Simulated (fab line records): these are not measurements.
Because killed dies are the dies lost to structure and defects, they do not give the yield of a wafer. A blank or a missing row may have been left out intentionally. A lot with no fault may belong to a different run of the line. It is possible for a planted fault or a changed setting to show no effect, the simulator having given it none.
What tool caused it?    flow n5-finfet    24 lots, 72 wafers sampled, at 5 steps of a route of 1938

== WHAT THE GAUGES READ, wafer by wafer ==
N5_BEOL_M3_INSPECT_30: inspects for defects (brightfield). Usual: 415 for raw-defect-count, sd 83.
lot   measured      on                 raw-defect-count  flag
L074  day 7 04:20   defect-inspect-01  341 426 411       
L075  day 7 08:29   defect-inspect-02  411 503 390       
L076  day 7 17:08   defect-inspect-02  439 546 575       
L077  day 7 21:15   defect-inspect-01  511 410 391       
L079  day 8 07:34   defect-inspect-02  462 334 364       
L078  day 8 09:56   defect-inspect-02  376 365 452       
L080  day 8 15:43   defect-inspect-02  350 420 296       
L081  day 9 00:53   defect-inspect-02  375 411 437       
L082  day 9 10:53   defect-inspect-01  447 409 448       
L083  day 9 19:25   defect-inspect-01  576 422 585       
L084  day 10 04:41  defect-inspect-01  315 398 389       
L085  day 10 05:56  defect-inspect-01  542 456 402       
L086  day 10 10:05  defect-inspect-02  449 403 522       
L087  day 10 11:59  defect-inspect-01  446 329 274       
L088  day 10 15:03  defect-inspect-02  294 353 373       
L090  day 11 05:06  defect-inspect-02  337 302 337       
L089  day 11 05:56  defect-inspect-01  386 468 255       
L091  day 11 09:47  defect-inspect-02  427 361 412       
L092  day 11 13:46  defect-inspect-01  370 381 365       
L094  day 12 06:22  defect-inspect-02  454 423 583       
L093  day 12 06:55  defect-inspect-02  242 205 342       
L095  day 12 17:38  defect-inspect-01  438 468 484       
L096  day 12 21:14  defect-inspect-01  463 392 355       
L097  day 13 00:03  defect-inspect-02  390 390 408       

N5_BEOL_M3_OCD_MEAS_38. Usual: 55.9 nm for trench-depth-nm, sd 0.88.
lot   measured      on      trench-depth-nm (nm)  flag
L074  day 7 07:17   ocd-01  55.3 55.0 55.2        
L075  day 7 10:34   ocd-01  55.7 56.2 56.0        
L076  day 8 01:08   ocd-01  54.9 55.1 56.5        
L077  day 8 06:07   ocd-01  54.6 55.8 55.1        
L079  day 8 08:22   ocd-01  57.2 55.2 55.4        
L078  day 8 15:54   ocd-02  56.4 55.5 55.6        
L080  day 8 19:40   ocd-02  55.7 56.9 55.5        
L081  day 9 03:08   ocd-02  55.3 55.5 55.0        
L082  day 9 12:50   ocd-02  56.2 57.7 55.5        
L083  day 10 04:16  ocd-02  55.3 55.0 55.6        
L084  day 10 10:22  ocd-01  55.6 55.7 56.5        
L085  day 10 14:00  ocd-02  57.2 56.6 56.6        
L086  day 10 14:08  ocd-02  54.7 54.3 56.3        
L087  day 10 17:13  ocd-02  56.2 55.4 55.5        
L088  day 10 21:34  ocd-01  54.9 56.5 53.7        
L090  day 11 07:50  ocd-01  56.1 56.3 57.3        
L089  day 11 07:50  ocd-02  55.0 56.5 55.0        
L091  day 11 21:11  ocd-02  56.2 58.4 56.4        
L092  day 12 00:39  ocd-01  54.9 55.0 57.5        
L094  day 12 07:08  ocd-02  56.9 56.4 55.7        
L093  day 12 08:10  ocd-02  55.2 55.6 54.6        
L095  day 13 01:08  ocd-02  56.3 55.3 56.7        
L096  day 13 01:55  ocd-02  56.4 57.0 56.1        
L097  day 13 11:48  ocd-02  54.6 56.4 56.2        

== WHICH TOOL RAN EACH LOT (tool, then ch and the chambers of the sampled wafers, then the start) ==
lot   N5_BEOL_M3_ETCH_64                  N5_BEOL_M3_ALD_98                  N5_BEOL_M3_VIA_ETCH_34
L074  rie-diel-01 ch 2,3, day 7 03:26     ald-sin-03 ch 0,1, day 7 04:34     rie-diel-03 ch 1,2, day 7 07:01
L075  rie-diel-01 ch 0,3, day 7 07:44     ald-sin-03 ch 0,2,3, day 7 08:46   rie-diel-04 ch 2, day 7 10:13
L076  rie-diel-01 ch 0,2, day 7 16:16     ald-sin-03 ch 0,1, day 7 17:22     rie-diel-03 ch 0,2,3, day 8 00:52
L077  rie-diel-01 ch 0,2,3, day 7 20:22   ald-sin-04 ch 0,1,2, day 7 21:25   rie-diel-04 ch 0,2, day 8 05:52
L079  rie-diel-04 ch 0,2, day 8 06:41     ald-sin-03 ch 0,1, day 8 07:45     rie-diel-04 ch 0,1, day 8 08:07
L078  rie-diel-03 ch 0,2,3, day 8 09:04   ald-sin-03 ch 1,2,3, day 8 10:34   rie-diel-03 ch 0,2,3, day 8 15:39
L080  rie-diel-04 ch 0,1,3, day 8 14:49   ald-sin-02 ch 0,1,3, day 8 16:08   rie-diel-03 ch 0,2,3, day 8 19:25
L081  rie-diel-04 ch 0,3, day 8 23:46     ald-sin-03 ch 1,2,3, day 9 01:02   rie-diel-04 ch 0,2, day 9 02:53
L082  rie-diel-04 ch 0,1,2, day 9 09:59   ald-sin-02 ch 2,3, day 9 11:07     rie-diel-01 ch 0,2,3, day 9 12:35
L083  rie-diel-01 ch 0,2,3, day 9 18:34   ald-sin-03 ch 0,3, day 9 19:44     rie-diel-04 ch 0,2,3, day 10 04:01
L084  rie-diel-04 ch 0,2,3, day 10 03:44  ald-sin-04 ch 1,3, day 10 06:19    rie-diel-04 ch 0,1,2, day 10 10:07
L085  rie-diel-03 ch 1,2, day 10 05:05    ald-sin-02 ch 0,2, day 10 07:34    rie-diel-01 ch 0,2, day 10 13:45
L086  rie-diel-04 ch 0,2,3, day 10 09:10  ald-sin-03 ch 0,1,3, day 10 11:11  rie-diel-04 ch 1,2,3, day 10 13:52
L087  rie-diel-03 ch 0,2, day 10 10:54    ald-sin-02 ch 2,3, day 10 13:11    rie-diel-03 ch 0,1, day 10 16:58
L088  rie-diel-03 ch 0,3, day 10 14:07    ald-sin-02 ch 0,3, day 10 15:14    rie-diel-04 ch 0,1,2, day 10 21:19
L090  rie-diel-04 ch 0,3, day 11 04:20    ald-sin-04 ch 0,2,3, day 11 05:31  rie-diel-01 ch 0,1,3, day 11 07:35
L089  rie-diel-04 ch 0,2,3, day 11 05:02  ald-sin-04 ch 1,2, day 11 06:29    rie-diel-04 ch 0,1,3, day 11 07:35
L091  rie-diel-04 ch 1,3, day 11 09:02    ald-sin-02 ch 0,2,3, day 11 10:13  rie-diel-01 ch 2,3, day 11 20:55
L092  rie-diel-01 ch 1,2,3, day 11 13:01  ald-sin-04 ch 0,1, day 11 13:56    rie-diel-04 ch 0,1,3, day 12 00:23
L094  rie-diel-04 ch 1,2,3, day 12 05:36  ald-sin-04 ch 1,2,3, day 12 06:32  rie-diel-01 ch 0,1,3, day 12 06:52
L093  rie-diel-04 ch 1,2, day 12 06:10    ald-sin-02 ch 1,2, day 12 07:35    rie-diel-03 ch 0,2, day 12 07:55
L095  rie-diel-01 ch 1,2,3, day 12 16:52  ald-sin-04 ch 0,1,3, day 12 17:50  rie-diel-01 ch 0,2, day 13 00:53
L096  rie-diel-04 ch 0,3, day 12 20:22    ald-sin-04 ch 1,2, day 12 21:27    rie-diel-01 ch 0,2, day 13 01:39
L097  rie-diel-03 ch 0,2,3, day 12 23:17  ald-sin-04 ch 1,2,3, day 13 00:14  rie-diel-04 ch 0,1,2, day 13 11:33
- N5_BEOL_M3_ETCH_64: etches SOC in N2/H2, target depth 75 nm, overetch 15 nm, time 112.5 s.
- N5_BEOL_M3_ALD_98: deposits SiO2, target thk 2.5 nm, pulse time 1 s, co reactant pulse time 1 s.
- N5_BEOL_M3_VIA_ETCH_34: etches the open film in C4F6/O2, target depth 69.4 nm, time 65.9 s.

== AS READ BY THE TOOLS THEMSELVES (means over the sampled wafers that have a number; for cases with no such wafer, the mark the record gives instead) ==
N5_BEOL_M3_ETCH_64. Usual: drypump-motor-current-A 6.0 A, standard deviation 0.57; oes-product-au 0.62 a.u., standard deviation 0.079; rf-vpp-V 523.9 V, standard deviation 3; showerhead-plenum-p-Torr 2.54 Torr, standard deviation 0.1; throttle-valve-pct 17.78 %, standard deviation 0.23.
lot   tool         drypump-motor-current-A (A)  oes-product-au (a.u.)  rf-vpp-V (V)  showerhead-plenum-p-Torr (Torr)  throttle-valve-pct (%)  flag
L074  rie-diel-01  6.5                          0.56                   522.3         2.49                             18.01                   
L075  rie-diel-01  5.9                          0.71                   525.2         2.63                             17.50                   
L076  rie-diel-01  6.3                          0.60                   525.3         2.57                             17.97                   
L077  rie-diel-01  6.2                          0.63                   524.3         2.56                             17.77                   
L079  rie-diel-04  5.9                          0.58                   524.2         2.56                             18.01                   
L078  rie-diel-03  5.7                          0.63                   525.0         2.56                             17.71                   
L080  rie-diel-04  5.8                          0.63                   524.2         2.55                             17.74                   
L081  rie-diel-04  6.3                          0.56                   522.6         2.49                             17.75                   
L082  rie-diel-04  5.6                          0.63                   524.7         2.58                             17.89                   
L083  rie-diel-01  6.2                          0.69                   524.9         2.55                             17.64                   
L084  rie-diel-04  6.1                          0.56                   523.1         2.52                             17.88                   
L085  rie-diel-03  5.7                          0.57                   524.8         2.56                             18.01                   
L086  rie-diel-04  6.1                          0.56                   522.7         2.52                             17.91                   
L087  rie-diel-03  5.3                          0.57                   520.5         2.45                             17.81                   
L088  rie-diel-03  5.5                          0.61                   523.1         2.51                             17.59                   
L090  rie-diel-04  6.3                          0.55                   523.0         2.48                             17.78                   
L089  rie-diel-04  6.1                          0.55                   524.1         2.51                             17.91                   
L091  rie-diel-04  6.3                          0.59                   521.1         2.46                             17.62                   
L092  rie-diel-01  5.8                          0.69                   522.0         2.51                             17.74                   
L094  rie-diel-04  6.1                          0.67                   522.2         2.49                             17.64                   
L093  rie-diel-04  5.9                          0.75                   522.9         2.53                             17.62                   
L095  rie-diel-01  5.8                          0.67                   524.4         2.51                             17.75                   
L096  rie-diel-04  5.9                          0.56                   525.6         2.55                             17.95                   
L097  rie-diel-03  5.7                          0.59                   523.7         2.54                             17.77                   

N5_BEOL_M3_ALD_98. Usual: chamber-pressure-Torr 2.000 Torr, standard deviation 0.0046; heater-power-w 77 W, standard deviation 5.8; precursor-pulse-height-rel 0.996, standard deviation 0.022; susceptor-temp-C 99.99 C, standard deviation 0.12.
lot   tool        chamber-pressure-Torr (Torr)  heater-power-w (W)  precursor-pulse-height-rel  susceptor-temp-C (C)  flag
L074  ald-sin-03  1.996                         78                  0.988                       100.00                
L075  ald-sin-03  2.000                         82                  1.005                       99.94                 
L076  ald-sin-03  2.004                         74                  0.993                       100.00                
L077  ald-sin-04  2.004                         76                  0.992                       99.83                 
L079  ald-sin-03  2.002                         76                  0.995                       99.84                 
L078  ald-sin-03  1.999                         83                  0.997                       99.95                 
L080  ald-sin-02  2.000                         76                  0.993                       99.89                 
L081  ald-sin-03  2.001                         83                  0.991                       100.01                
L082  ald-sin-02  2.002                         78                  1.026                       100.04                
L083  ald-sin-03  1.996                         86                  1.014                       99.98                 
L084  ald-sin-04  2.006                         75                  0.988                       99.96                 
L085  ald-sin-02  1.997                         76                  0.987                       99.94                 
L086  ald-sin-03  1.998                         82                  1.000                       99.88                 
L087  ald-sin-02  2.001                         80                  0.989                       99.97                 
L088  ald-sin-02  2.006                         80                  0.969                       99.96                 
L090  ald-sin-04  2.000                         76                  0.987                       99.97                 
L089  ald-sin-04  1.997                         74                  0.982                       100.04                
L091  ald-sin-02  2.000                         77                  1.000                       99.96                 
L092  ald-sin-04  1.996                         74                  0.993                       100.02                
L094  ald-sin-04  1.997                         76                  0.988                       99.84                 
L093  ald-sin-02  1.999                         70                  1.003                       100.03                
L095  ald-sin-04  1.998                         74                  0.992                       100.00                
L096  ald-sin-04  2.001                         75                  1.014                       99.89                 
L097  ald-sin-04  2.004                         76                  1.005                       99.93                 

N5_BEOL_M3_VIA_ETCH_34. Usual: C4F6_flow_sccm 10.00 sccm, standard deviation 0.031; drypump-motor-current-A 5.9 A, standard deviation 0.59; oes_o_777_au 0.80 a.u., standard deviation 0.094; oes-product-au 0.81 a.u., standard deviation 0.1; rf-vpp-V 664 V, standard deviation 6.9; showerhead-plenum-p-Torr 2.86 Torr, standard deviation 0.11; throttle-valve-pct 30.72 %, standard deviation 0.24.
lot   tool         C4F6_flow_sccm (sccm)  drypump-motor-current-A (A)  oes_o_777_au (a.u.)  oes-product-au (a.u.)  rf-vpp-V (V)  showerhead-plenum-p-Torr (Torr)  throttle-valve-pct (%)  flag
L074  rie-diel-03  9.95                   5.7                          0.74                 0.74                   669           2.88                             30.87                   
L075  rie-diel-04  9.99                   6.1                          0.71                 0.71                   664           2.81                             30.77                   
L076  rie-diel-03  9.97                   5.7                          0.81                 0.80                   666           2.86                             30.62                   
L077  rie-diel-04  10.02                  5.6                          0.75                 0.75                   662           2.91                             30.93                   
L079  rie-diel-04  9.99                   5.3                          0.83                 0.84                   663           2.95                             30.98                   
L078  rie-diel-03  10.00                  5.7                          0.80                 0.79                   667           2.86                             30.62                   
L080  rie-diel-03  9.98                   5.7                          0.79                 0.79                   665           2.86                             30.63                   
L081  rie-diel-04  9.98                   5.6                          0.74                 0.75                   661           2.91                             30.92                   
L082  rie-diel-01  10.00                  6.2                          0.88                 0.89                   666           2.85                             30.61                   
L083  rie-diel-04  10.00                  6.1                          0.71                 0.71                   660           2.81                             30.73                   
L084  rie-diel-04  10.00                  5.6                          0.78                 0.79                   664           2.89                             30.91                   
L085  rie-diel-01  9.96                   6.0                          0.92                 0.93                   660           2.93                             30.58                   
L086  rie-diel-04  9.99                   6.1                          0.76                 0.76                   664           2.80                             30.71                   
L087  rie-diel-03  10.00                  5.8                          0.72                 0.72                   670           2.87                             30.66                   
L088  rie-diel-04  10.01                  5.6                          0.78                 0.78                   664           2.89                             30.91                   
L090  rie-diel-01  10.04                  5.6                          0.84                 0.86                   666           2.88                             30.63                   
L089  rie-diel-04  10.01                  5.9                          0.77                 0.77                   661           2.85                             30.79                   
L091  rie-diel-01  10.00                  6.3                          0.80                 0.81                   672           2.76                             30.66                   
L092  rie-diel-04  9.96                   5.8                          0.77                 0.77                   662           2.85                             30.79                   
L094  rie-diel-01  10.00                  5.6                          0.83                 0.85                   667           2.88                             30.65                   
L093  rie-diel-03  9.98                   5.4                          0.71                 0.71                   661           2.78                             30.84                   
L095  rie-diel-01  10.04                  6.4                          0.89                 0.90                   662           2.86                             30.74                   
L096  rie-diel-01  9.99                   6.1                          0.89                 0.88                   659           2.92                             30.61                   
L097  rie-diel-04  10.00                  5.6                          0.85                 0.86                   664           2.88                             30.87                   

== THE ANSWER, worked out from the rows above alone ==
Rule: a lot is off if the mean of its wafers that have a number lies more than 3 standard deviations from the usual mean. A lot without any number at a reading at which 4 lots or more have one is off too. All remaining lots with rows at the step are treated as sound. After the gauges, taken in route order, come the tools' own readings; for these a lot's mean is taken, as printed above. At the first step where some lot is off, the reading lying furthest off is the one used; lots without a number count as furthest.
No lot is off on any of the readings shown, so nothing can be concluded from this.

== WHAT THE SIMULATOR HAD PUT IN ==
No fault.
